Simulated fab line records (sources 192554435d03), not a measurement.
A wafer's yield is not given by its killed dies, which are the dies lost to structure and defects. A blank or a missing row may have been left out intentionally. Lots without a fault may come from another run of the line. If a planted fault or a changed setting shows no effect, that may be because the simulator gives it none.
Chamber matching / flow n5Finfet / N5_FIN_SAQP_PECVD_06 on pecvd-01 has 3 sister chambers
The step deposits a-Si from SiH4/He, target thk 60 nm, time 48.1 s. 18 wafers are shown with their chamber, then 9 later ones without.

## WAFERS, EACH WITH ITS CHAMBER
wafer=L078.2; chamber=0; heaterPowerW (W)=856; showerheadVppV (V)=608; throttleValvePct (%)=18.9
wafer=L078.3; chamber=1; heaterPowerW (W)=1143; showerheadVppV (V)=652; throttleValvePct (%)=19.7
wafer=L078.6; chamber=2; heaterPowerW (W)=954; showerheadVppV (V)=679; throttleValvePct (%)=18.3
wafer=L081.1; chamber=2; heaterPowerW (W)=1036; showerheadVppV (V)=675; throttleValvePct (%)=18.1
wafer=L081.2; chamber=0; heaterPowerW (W)=836; showerheadVppV (V)=611; throttleValvePct (%)=18.9
wafer=L081.4; chamber=0; heaterPowerW (W)=838; showerheadVppV (V)=616; throttleValvePct (%)=19.1
wafer=L083.1; chamber=0; heaterPowerW (W)=852; showerheadVppV (V)=609; throttleValvePct (%)=18.9
wafer=L083.2; chamber=1; heaterPowerW (W)=1143; showerheadVppV (V)=633; throttleValvePct (%)=19.4
wafer=L083.5; chamber=1; heaterPowerW (W)=1166; showerheadVppV (V)=643; throttleValvePct (%)=19.8
wafer=L085.3; chamber=0; heaterPowerW (W)=882; showerheadVppV (V)=612; throttleValvePct (%)=19.0
wafer=L085.5; chamber=0; heaterPowerW (W)=865; showerheadVppV (V)=598; throttleValvePct (%)=18.8
wafer=L085.6; chamber=2; heaterPowerW (W)=1013; showerheadVppV (V)=666; throttleValvePct (%)=17.9
wafer=L086.1; chamber=2; heaterPowerW (W)=934; showerheadVppV (V)=675; throttleValvePct (%)=18.1
wafer=L086.2; chamber=0; heaterPowerW (W)=835; showerheadVppV (V)=610; throttleValvePct (%)=18.6
wafer=L086.4; chamber=0; heaterPowerW (W)=838; showerheadVppV (V)=613; throttleValvePct (%)=19.0
wafer=L093.1; chamber=2; heaterPowerW (W)=1020; showerheadVppV (V)=675; throttleValvePct (%)=17.7
wafer=L093.3; chamber=1; heaterPowerW (W)=1176; showerheadVppV (V)=649; throttleValvePct (%)=19.8
wafer=L093.5; chamber=2; heaterPowerW (W)=1034; showerheadVppV (V)=672; throttleValvePct (%)=17.7

SIGNATURES, as means of the wafers listed above
reading=heaterPowerW; chamber 0=850.25; chamber 1=1157.00; chamber 2=998.50; scatter within a chamber=28.6
reading=showerheadVppV; chamber 0=609.62; chamber 1=644.25; chamber 2=673.67; scatter within a chamber=5.8
reading=throttleValvePct; chamber 0=18.900; chamber 1=19.675; chamber 2=17.967; scatter within a chamber=0.193
Rule: a wafer's distance from a chamber is the root of the sum, over the readings, of the square of ((its reading less the chamber's mean) divided by the reading's scatter). If the next closest chamber is less than 2 further off than the closest, the wafer can't be placed; otherwise it belongs to the closest. The scatter: the root of (the sum of the squares of (reading less its chamber's mean) over the shown wafers, divided by (wafers less chambers)).

## WAFERS MISSING THEIR CHAMBER
wafer=L094.1; heaterPowerW (W)=785; showerheadVppV (V)=606; throttleValvePct (%)=19.2
wafer=L094.2; heaterPowerW (W)=977; showerheadVppV (V)=671; throttleValvePct (%)=17.8
wafer=L094.5; heaterPowerW (W)=790; showerheadVppV (V)=606; throttleValvePct (%)=19.0
wafer=L096.3; heaterPowerW (W)=919; showerheadVppV (V)=660; throttleValvePct (%)=18.1
wafer=L096.5; heaterPowerW (W)=936; showerheadVppV (V)=663; throttleValvePct (%)=17.6
wafer=L096.6; heaterPowerW (W)=889; showerheadVppV (V)=607; throttleValvePct (%)=19.1
wafer=L097.1; heaterPowerW (W)=1070; showerheadVppV (V)=673; throttleValvePct (%)=17.9
wafer=L097.3; heaterPowerW (W)=907; showerheadVppV (V)=613; throttleValvePct (%)=19.0
wafer=L097.5; heaterPowerW (W)=1086; showerheadVppV (V)=668; throttleValvePct (%)=17.6

## WHICH CHAMBER EACH ONE RAN IN
wafer=L094.1; from the rows above=0; in truth=0
wafer=L094.2; from the rows above=2; in truth=2
wafer=L094.5; from the rows above=0; in truth=0
wafer=L096.3; from the rows above=2; in truth=2
wafer=L096.5; from the rows above=2; in truth=2
wafer=L096.6; from the rows above=0; in truth=0
wafer=L097.1; from the rows above=2; in truth=2
wafer=L097.3; from the rows above=0; in truth=0
wafer=L097.5; from the rows above=2; in truth=2
Placed correctly: 9 of 9. From these rows, 0 cannot be placed. 0 placed wrongly.
